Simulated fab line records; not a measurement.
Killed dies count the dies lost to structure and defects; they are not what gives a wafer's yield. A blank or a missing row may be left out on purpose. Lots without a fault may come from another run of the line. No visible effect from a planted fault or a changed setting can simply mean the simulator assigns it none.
A sampling plan put to the test + flow n5-finfet + one fab line, 42 faults that these records tell of, each judged on the records of the lots that it struck; 2 more are left out, because the records don't allow judging them
The plan is the line's own looks: the steps of the route at which a gauge or an inspection reads the wafer and doesn't change it. A look is open to judgement when struck wafers have a number at it and the file gives its usual mean and standard deviation on fault-free wafers. Caught: a look later than the fault's first step finds the struck wafers' mean 4 or more of those standard deviations (sigma) from the usual mean. On the tool: here the same test is run on the tool's own readings at the fault's steps. It also counts as caught if the struck wafers ran another recipe or if their record alone is blank.

THE FAULTS, as the simulator had put them in
1. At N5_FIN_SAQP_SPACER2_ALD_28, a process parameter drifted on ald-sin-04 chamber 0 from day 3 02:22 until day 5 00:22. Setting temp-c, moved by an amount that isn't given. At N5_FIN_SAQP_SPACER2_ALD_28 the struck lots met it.
2. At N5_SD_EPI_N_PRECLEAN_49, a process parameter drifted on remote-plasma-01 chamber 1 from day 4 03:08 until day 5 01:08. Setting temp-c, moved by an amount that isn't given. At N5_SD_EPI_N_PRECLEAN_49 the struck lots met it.
3. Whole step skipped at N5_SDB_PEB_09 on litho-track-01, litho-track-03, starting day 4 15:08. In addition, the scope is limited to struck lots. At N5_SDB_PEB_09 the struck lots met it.
4. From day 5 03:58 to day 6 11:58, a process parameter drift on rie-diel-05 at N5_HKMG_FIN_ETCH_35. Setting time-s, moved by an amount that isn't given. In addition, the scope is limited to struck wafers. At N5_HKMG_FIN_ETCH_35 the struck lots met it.
5. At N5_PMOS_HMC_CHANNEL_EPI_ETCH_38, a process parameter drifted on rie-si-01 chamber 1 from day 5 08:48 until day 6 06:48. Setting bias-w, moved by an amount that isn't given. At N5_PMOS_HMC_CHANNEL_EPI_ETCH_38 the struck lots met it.
6. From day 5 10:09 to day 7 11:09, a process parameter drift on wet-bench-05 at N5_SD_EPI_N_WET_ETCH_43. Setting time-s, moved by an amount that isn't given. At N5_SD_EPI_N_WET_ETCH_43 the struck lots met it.
7. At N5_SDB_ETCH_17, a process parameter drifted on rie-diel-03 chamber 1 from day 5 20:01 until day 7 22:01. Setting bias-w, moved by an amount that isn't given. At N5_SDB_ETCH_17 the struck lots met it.
8. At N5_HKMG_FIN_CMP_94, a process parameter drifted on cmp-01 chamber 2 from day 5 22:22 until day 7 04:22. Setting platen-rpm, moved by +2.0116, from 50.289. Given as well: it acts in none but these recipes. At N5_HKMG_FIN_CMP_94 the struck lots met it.
9. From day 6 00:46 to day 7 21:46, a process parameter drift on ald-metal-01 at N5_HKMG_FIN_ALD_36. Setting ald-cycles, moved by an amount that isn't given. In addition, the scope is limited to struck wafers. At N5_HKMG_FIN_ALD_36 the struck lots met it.
10. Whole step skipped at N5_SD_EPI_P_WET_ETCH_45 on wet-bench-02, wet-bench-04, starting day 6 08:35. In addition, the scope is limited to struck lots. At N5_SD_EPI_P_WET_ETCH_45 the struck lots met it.
11. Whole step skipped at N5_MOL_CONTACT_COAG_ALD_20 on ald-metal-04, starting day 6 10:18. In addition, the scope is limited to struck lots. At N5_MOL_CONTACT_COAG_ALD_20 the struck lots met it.
12. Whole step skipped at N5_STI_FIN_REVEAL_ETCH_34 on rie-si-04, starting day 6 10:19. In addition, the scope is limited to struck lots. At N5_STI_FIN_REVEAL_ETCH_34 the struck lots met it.
13. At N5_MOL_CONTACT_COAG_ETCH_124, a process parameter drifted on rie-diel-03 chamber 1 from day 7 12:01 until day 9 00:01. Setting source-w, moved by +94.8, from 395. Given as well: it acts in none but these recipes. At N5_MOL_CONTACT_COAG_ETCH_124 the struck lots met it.
14. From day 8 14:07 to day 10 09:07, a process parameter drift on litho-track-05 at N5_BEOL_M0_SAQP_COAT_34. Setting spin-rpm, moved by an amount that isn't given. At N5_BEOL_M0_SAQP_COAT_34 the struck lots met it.
15. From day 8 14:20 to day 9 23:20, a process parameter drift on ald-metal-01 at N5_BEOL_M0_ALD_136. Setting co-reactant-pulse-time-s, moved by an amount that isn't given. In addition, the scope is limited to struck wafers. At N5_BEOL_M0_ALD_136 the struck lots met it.
16. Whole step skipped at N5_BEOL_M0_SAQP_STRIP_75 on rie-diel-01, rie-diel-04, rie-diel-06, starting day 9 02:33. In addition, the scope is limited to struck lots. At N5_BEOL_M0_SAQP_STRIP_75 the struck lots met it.
17. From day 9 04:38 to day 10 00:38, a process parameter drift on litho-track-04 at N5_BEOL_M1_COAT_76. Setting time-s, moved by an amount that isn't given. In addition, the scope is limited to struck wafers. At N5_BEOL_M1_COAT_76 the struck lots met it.
18. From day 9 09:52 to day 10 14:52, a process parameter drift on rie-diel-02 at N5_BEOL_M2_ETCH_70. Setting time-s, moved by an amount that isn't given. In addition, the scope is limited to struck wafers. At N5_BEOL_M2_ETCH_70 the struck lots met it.
19. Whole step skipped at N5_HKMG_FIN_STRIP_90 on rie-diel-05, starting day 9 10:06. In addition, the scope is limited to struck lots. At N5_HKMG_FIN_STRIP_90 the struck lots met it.
20. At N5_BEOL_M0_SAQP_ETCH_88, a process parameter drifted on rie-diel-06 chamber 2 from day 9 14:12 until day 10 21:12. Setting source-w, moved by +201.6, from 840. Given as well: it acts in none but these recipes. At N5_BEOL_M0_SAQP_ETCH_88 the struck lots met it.
21. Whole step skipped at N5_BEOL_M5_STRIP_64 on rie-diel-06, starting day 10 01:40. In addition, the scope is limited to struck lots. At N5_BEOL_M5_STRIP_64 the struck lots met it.
22. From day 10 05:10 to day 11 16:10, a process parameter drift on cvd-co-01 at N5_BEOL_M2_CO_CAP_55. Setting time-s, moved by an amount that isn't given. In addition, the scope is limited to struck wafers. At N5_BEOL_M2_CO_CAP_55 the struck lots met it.
23. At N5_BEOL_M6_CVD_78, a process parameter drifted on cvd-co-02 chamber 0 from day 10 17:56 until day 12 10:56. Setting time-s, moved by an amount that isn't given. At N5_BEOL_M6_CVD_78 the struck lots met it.
24. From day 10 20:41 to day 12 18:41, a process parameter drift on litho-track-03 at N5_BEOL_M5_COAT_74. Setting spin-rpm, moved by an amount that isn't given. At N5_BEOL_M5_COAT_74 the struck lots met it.
25. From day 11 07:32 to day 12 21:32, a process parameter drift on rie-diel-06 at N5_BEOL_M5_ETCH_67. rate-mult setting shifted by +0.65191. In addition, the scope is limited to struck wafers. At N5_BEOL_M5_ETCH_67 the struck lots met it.
26. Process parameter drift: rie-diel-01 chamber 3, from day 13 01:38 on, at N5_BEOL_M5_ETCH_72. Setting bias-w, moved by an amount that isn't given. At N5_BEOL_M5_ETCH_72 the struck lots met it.
27. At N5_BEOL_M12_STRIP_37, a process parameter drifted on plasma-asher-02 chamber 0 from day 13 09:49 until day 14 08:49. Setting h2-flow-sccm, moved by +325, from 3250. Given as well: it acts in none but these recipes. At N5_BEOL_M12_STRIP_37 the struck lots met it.
28. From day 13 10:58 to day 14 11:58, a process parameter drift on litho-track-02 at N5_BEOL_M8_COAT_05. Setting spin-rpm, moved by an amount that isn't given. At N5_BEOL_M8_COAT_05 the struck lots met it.
29. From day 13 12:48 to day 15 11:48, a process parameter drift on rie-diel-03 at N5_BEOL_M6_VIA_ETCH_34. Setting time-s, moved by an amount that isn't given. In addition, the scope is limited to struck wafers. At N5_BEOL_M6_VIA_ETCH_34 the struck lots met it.
30. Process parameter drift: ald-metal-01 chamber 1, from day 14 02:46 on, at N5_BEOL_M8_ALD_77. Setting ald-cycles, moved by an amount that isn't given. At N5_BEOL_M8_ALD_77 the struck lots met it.
31. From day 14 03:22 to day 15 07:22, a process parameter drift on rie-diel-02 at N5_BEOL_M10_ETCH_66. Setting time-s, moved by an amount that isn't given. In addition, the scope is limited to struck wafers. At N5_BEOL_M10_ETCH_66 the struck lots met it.
32. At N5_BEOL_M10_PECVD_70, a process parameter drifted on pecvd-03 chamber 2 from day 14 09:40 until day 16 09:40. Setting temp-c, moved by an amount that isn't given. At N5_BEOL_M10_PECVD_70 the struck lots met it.
33. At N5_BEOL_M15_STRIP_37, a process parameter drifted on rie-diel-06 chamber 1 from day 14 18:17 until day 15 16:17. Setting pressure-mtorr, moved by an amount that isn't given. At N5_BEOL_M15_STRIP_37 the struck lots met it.
34. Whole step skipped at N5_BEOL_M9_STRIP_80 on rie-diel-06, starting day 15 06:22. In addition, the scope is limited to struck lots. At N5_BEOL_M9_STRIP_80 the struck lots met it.
35. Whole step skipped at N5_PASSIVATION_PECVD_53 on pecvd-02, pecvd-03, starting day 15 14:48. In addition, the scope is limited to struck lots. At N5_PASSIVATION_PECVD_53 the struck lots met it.
36. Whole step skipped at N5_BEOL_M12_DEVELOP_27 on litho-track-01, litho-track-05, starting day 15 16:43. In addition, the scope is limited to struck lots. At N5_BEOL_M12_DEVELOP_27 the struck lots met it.
37. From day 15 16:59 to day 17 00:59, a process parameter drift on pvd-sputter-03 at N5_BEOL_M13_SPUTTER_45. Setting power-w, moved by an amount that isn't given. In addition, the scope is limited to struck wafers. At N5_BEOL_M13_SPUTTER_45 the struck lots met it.
38. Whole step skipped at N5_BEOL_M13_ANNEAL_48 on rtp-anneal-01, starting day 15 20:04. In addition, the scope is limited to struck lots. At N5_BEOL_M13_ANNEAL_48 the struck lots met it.
39. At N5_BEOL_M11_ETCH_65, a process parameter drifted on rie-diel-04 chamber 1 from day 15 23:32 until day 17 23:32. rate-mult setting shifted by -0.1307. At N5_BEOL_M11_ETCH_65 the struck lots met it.
40. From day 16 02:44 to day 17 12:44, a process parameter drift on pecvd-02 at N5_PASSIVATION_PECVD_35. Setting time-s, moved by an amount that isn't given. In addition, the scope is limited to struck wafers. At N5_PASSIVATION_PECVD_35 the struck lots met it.
41. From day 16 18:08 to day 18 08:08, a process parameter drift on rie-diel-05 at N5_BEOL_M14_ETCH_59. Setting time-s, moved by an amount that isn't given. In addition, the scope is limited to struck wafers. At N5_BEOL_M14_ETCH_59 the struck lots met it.
42. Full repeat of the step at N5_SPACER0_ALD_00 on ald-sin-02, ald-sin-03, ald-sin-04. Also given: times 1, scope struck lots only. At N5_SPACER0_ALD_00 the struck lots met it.

WHAT THE PLAN SAW
| fault | on the tool itself                               | first look that catches it                      | reading, sigma                                         | median hours from its first step to that look | hours from the fault's start to the first struck lot there | judged looks passed uncaught |
|-------|--------------------------------------------------|-------------------------------------------------|--------------------------------------------------------|-----------------------------------------------|------------------------------------------------------------|------------------------------|
| 1     | susceptor-temp-C +99 or beyond sigma             | not the one look that can be judged after it    | -                                                      | -                                             | -                                                          | 1                            |
| 2     | temp-c +15 sigma                                 | not the one look that can be judged after it    | -                                                      | -                                             | -                                                          | 1                            |
| 3     | the tool's record is blank for the struck wafers | no look after it can be judged                  | -                                                      | -                                             | -                                                          | 0                            |
| 4     | run-length-s +60 sigma                           | not the one look that can be judged after it    | -                                                      | -                                             | -                                                          | 1                            |
| 5     | bias-w +20 sigma                                 | none of the 3 looks that can be judged after it | -                                                      | -                                             | -                                                          | 3                            |
| 6     | no reading that can be judged                    | not the one look that can be judged after it    | strongest: SS_N at N5_BEOL_M4_RC_MEAS_101, -2.2        | -                                             | -                                                          | 1                            |
| 7     | bias-w -23 sigma                                 | not the one look that can be judged after it    | -                                                      | -                                             | -                                                          | 1                            |
| 8     | platen-rpm +55 sigma                             | not the one look that can be judged after it    | -                                                      | -                                             | -                                                          | 1                            |
| 9     | under 2 sigma                                    | not the one look that can be judged after it    | strongest: VT_P at N5_BEOL_M4_RC_MEAS_101, -2.6        | -                                             | -                                                          | 1                            |
| 10    | the tool's record is blank for the struck wafers | not the one look that can be judged after it    | strongest: IOFF_P_LONG at N5_BEOL_M4_RC_MEAS_101, +2.9 | -                                             | -                                                          | 1                            |
| 11    | the tool's record is blank for the struck wafers | not the one look that can be judged after it    | -                                                      | -                                             | -                                                          | 1                            |
| 12    | the tool's record is blank for the struck wafers | N5_STI_FIN_REVEAL_CD_MEAS_22                    | cd-nm +8.2                                             | 0.6                                           | 2                                                          | 0                            |
| 13    | rf-fwd-power-W +54 sigma                         | not the one look that can be judged after it    | strongest: VT_N at N5_BEOL_M4_RC_MEAS_101, +2.0        | -                                             | -                                                          | 1                            |
| 14    | spin-speed-rpm -99 or beyond sigma               | none of the 2 looks that can be judged after it | -                                                      | -                                             | -                                                          | 2                            |
| 15    | under 2 sigma                                    | not the one look that can be judged after it    | -                                                      | -                                             | -                                                          | 1                            |
| 16    | the tool's record is blank for the struck wafers | not the one look that can be judged after it    | -                                                      | -                                             | -                                                          | 1                            |
| 17    | run-length-s -88 sigma                           | not the one look that can be judged after it    | -                                                      | -                                             | -                                                          | 1                            |
| 18    | run-length-s -62 sigma                           | none of the 2 looks that can be judged after it | -                                                      | -                                             | -                                                          | 2                            |
| 19    | the tool's record is blank for the struck wafers | not the one look that can be judged after it    | -                                                      | -                                             | -                                                          | 1                            |
| 20    | rf-fwd-power-W +77 sigma                         | not the one look that can be judged after it    | -                                                      | -                                             | -                                                          | 1                            |
| 21    | the tool's record is blank for the struck wafers | no look after it can be judged                  | -                                                      | -                                             | -                                                          | 0                            |
| 22    | run-length-s -60 sigma                           | none of the 3 looks that can be judged after it | -                                                      | -                                             | -                                                          | 3                            |
| 23    | run-length-s +71 sigma                           | no look after it can be judged                  | -                                                      | -                                             | -                                                          | 0                            |
| 24    | spin-speed-rpm +99 or beyond sigma               | not the one look that can be judged after it    | -                                                      | -                                             | -                                                          | 1                            |
| 25    | etch-rf-on-time-s -22 sigma                      | no look after it can be judged                  | -                                                      | -                                             | -                                                          | 0                            |
| 26    | bias-w +98 sigma                                 | not the one look that can be judged after it    | -                                                      | -                                             | -                                                          | 1                            |
| 27    | h2-flow-sccm +38 sigma                           | no look after it can be judged                  | -                                                      | -                                             | -                                                          | 0                            |
| 28    | spin-speed-rpm +73 sigma                         | no look after it can be judged                  | -                                                      | -                                             | -                                                          | 0                            |
| 29    | run-length-s +8.1 sigma                          | no look after it can be judged                  | -                                                      | -                                             | -                                                          | 0                            |
| 30    | under 2 sigma                                    | not the one look that can be judged after it    | -                                                      | -                                             | -                                                          | 1                            |
| 31    | run-length-s -22 sigma                           | no look after it can be judged                  | -                                                      | -                                             | -                                                          | 0                            |
| 32    | susceptor-temp-C -23 sigma                       | no look after it can be judged                  | -                                                      | -                                             | -                                                          | 0                            |
| 33    | chamber-pressure-mTorr -99 or beyond sigma       | no look after it can be judged                  | -                                                      | -                                             | -                                                          | 0                            |
| 34    | the tool's record is blank for the struck wafers | no look after it can be judged                  | -                                                      | -                                             | -                                                          | 0                            |
| 35    | the tool's record is blank for the struck wafers | no look after it can be judged                  | -                                                      | -                                             | -                                                          | 0                            |
| 36    | the tool's record is blank for the struck wafers | no look after it can be judged                  | -                                                      | -                                             | -                                                          | 0                            |
| 37    | cathode-dc-power-W +99 or beyond sigma           | no look after it can be judged                  | -                                                      | -                                             | -                                                          | 0                            |
| 38    | the tool's record is blank for the struck wafers | no look after it can be judged                  | -                                                      | -                                             | -                                                          | 0                            |
| 39    | etch-rf-on-time-s +8.8 sigma                     | no look after it can be judged                  | -                                                      | -                                             | -                                                          | 0                            |
| 40    | run-length-s -15 sigma                           | no look after it can be judged                  | -                                                      | -                                             | -                                                          | 0                            |
| 41    | run-length-s +24 sigma                           | none of the 2 looks that can be judged after it | -                                                      | -                                             | -                                                          | 2                            |
| 42    | under 2 sigma                                    | no look after it can be judged                  | -                                                      | -                                             | -                                                          | 0                            |
A dash: the fault is not caught, or the number is missing from these records.

Caught at a look: 1 of 42. Caught on the tool: 37 of 42. By one or the other: 37 of 42.
Caught on the tool alone: faults 1, 2, 3, 4, 5, 7, 8, 10, 11, 13, 14, 16, 17, 18, 19, 20, 21, 22, 23, 24, 25, 26, 27, 28, 29, 31, 32, 33, 34, 35, 36, 37, 38, 39, 40, 41.
Caught by neither: faults 6, 9, 15, 30, 42.

THINNER SAMPLING
Were the look that catches a fault to measure just every second or every third lot (counted by lot number), the first struck lot would, at worst, be measured this late:
| fault | struck lots at that look, in order of time | every lot | every second lot | every third lot |
|-------|--------------------------------------------|-----------|------------------|-----------------|
| 12    | L261, L262                                 | 2 h       | 8 h              | may miss all 2  |
Hours count from the start of the fault until the first struck lot that is measured. The limit of 4 sigma was tested on all struck wafers together, so one lot alone may lie under it. Other struck lots may not be in these records.

THE LONGEST TIMED WAY FROM STEP TO LOOK
Fault 12: a median of 0.6 hours passes between N5_STI_FIN_REVEAL_ETCH_34 and N5_STI_FIN_REVEAL_CD_MEAS_22. No look between them can be judged.
